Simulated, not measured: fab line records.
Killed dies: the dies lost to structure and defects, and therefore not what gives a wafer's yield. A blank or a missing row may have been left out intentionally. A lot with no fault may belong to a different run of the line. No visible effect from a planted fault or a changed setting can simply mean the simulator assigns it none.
Chamber matching -- flow n5 finfet -- uv cure-03 running N5_BEOL_M8_CURE_75: 3 sister chambers
The step cures SiCOH lowk, time 120 s. 3 wafers are shown with their chamber, then 7 later ones without.

WAFERS WITH THEIR CHAMBER
wafer,chamber,run length s (s)
L656.6,2,182.0
L663.5,1,176.9
L673.4,0,177.6

WAFERS WHOSE CHAMBER IS MISSING
wafer,run length s (s)
L673.5,177.9
L671.2,178.6
L671.4,177.9
L671.5,177.9
L674.1,177.7
L674.2,177.5
L674.3,177.7

EACH ONE'S CHAMBER
wafer,from the rows above,in truth
L673.5,can't be placed: 0 or 1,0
L671.2,can't be placed: 0 or 1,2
L671.4,can't be placed: 0 or 1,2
L671.5,can't be placed: 0 or 1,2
L674.1,can't be placed: 0 or 1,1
L674.2,can't be placed: 0 or 1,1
L674.3,can't be placed: 0 or 1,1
0 of 7 placed correctly. Can't be placed from these rows: 7 (the true chamber is among the candidates in 4). Wrongly placed: 0.
How it was worked out, from the rows above alone: a wafer's distance from a chamber is the root of the sum, over the readings, of the square of ((its reading less the chamber's mean) divided by the reading's scatter). The wafer belongs to the nearest chamber; if the next one is less than 2 further off, it can't be placed. Each chamber's mean is taken over the wafers shown for it. The scatter: with one shown wafer a chamber, the root of the mean of the squares of how far each hidden wafer lies from its nearest shown one.
